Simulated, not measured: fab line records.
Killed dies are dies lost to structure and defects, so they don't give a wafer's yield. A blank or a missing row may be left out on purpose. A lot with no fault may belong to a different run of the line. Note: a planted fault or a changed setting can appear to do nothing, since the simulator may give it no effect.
Problem report in the 8D (eight disciplines) form, filled by code	flow nand harc	the parts of the form that need people (team, actions taken, sign-off) are left out

1. WHAT IS WRONG
Wafers with no fault read 0.997 a.u. with a standard deviation of 0.0074, whereas oes product au at NHARC_P_GATE_ETCH_114 reads a mean of 0.923 a.u. on 1 wafer of 1 lot. That puts it -10 standard deviations away from the usual mean.
The step: etches the open film in CF4/O2, target depth 30 nm, overetch 3 nm, time 16.5 s.
Seen first at day 11 07:00 on rie diel-11, wafer L203.2. The record holds 39 wafers of 13 lots with a number at this step. Rule for "out" (also "out of limits"): further than 4 standard deviations from the usual mean. Any other wafer with a number is counted as sound.

2. WHAT THIS IS AND IS NOT
question	is	is not
which readings at this step	oes product au	chamber pressure mTorr, drypump motor current A, oes_f_703_au, oes_o_777_au, rf vpp V, showerhead plenum p Torr, throttle valve pct
which lots	L203	L190, L192, L193, L194, L195, L196, L197, L198, L200, L204, L211, L212
which wafers of those lots	L203.2	L203.4, L203.5
read on which tools	rie diel-11	rie diel-01, rie diel-03
when	from day 11 07:00	up to then (32 sound wafers); but 6 sound wafers of L211, L212 came after

3. THE SUSPECTS, EACH WITH WHAT RULES IT OUT
Counting: a tool at a process step up to the reading stays a suspect if it ran every lot that is out. Sound lots after the first of them don't rule it out here, since some wafers of a struck lot are sound.
- rie diel-11 at NHARC_P_GATE_ETCH_114 (etches the open film in CF4/O2, target depth 30 nm, overetch 3 nm, time 16.5 s): kept. The lot that is out, L203, ran on it at day 11 07:00; the last sound lot it ran before that was L200, at day 9 16:00. Its own readings are out on those wafers: oes product au.
- rie diel-11, NHARC_P_GATE_ETCH_114: wafers that are out in chamber 0, sound lot-mates in chambers 1, 2.
After counting, what remains is rie diel-11 at NHARC_P_GATE_ETCH_114.

4. THE CAUSE (what the simulator had put in)
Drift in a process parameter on rie diel-11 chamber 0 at NHARC_P_GATE_ETCH_114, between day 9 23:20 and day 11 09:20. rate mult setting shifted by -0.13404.
Only this tool survived the counting.

5. SEQUENCE OF EFFECTS, ordered by route
One row per reading whose mean, taken over the struck wafers that have a number, lies over 3 standard deviations from the usual. Only readings for which the record gives a usual standard deviation are gone through. hours: the time from each lot's start at the first step in this table that gives one to its start at this step, as a median over the lots. sigmas: the change in usual standard deviations.
hours	step	reading	usual	on struck wafers	change	sigmas
0	NHARC_P_GATE_ETCH_114	oes product au	0.997 a.u.	0.923	-0.074	-10
It contains these process steps:
- NHARC_P_GATE_ETCH_114: etches the open film in CF4/O2, target depth 30 nm, overetch 3 nm, time 16.5 s.

6. WHAT WOULD HAVE CAUGHT IT SOONER
First out-of-limits reading in this record: day 11 07:00, which is 32 hours after fault onset at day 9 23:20.
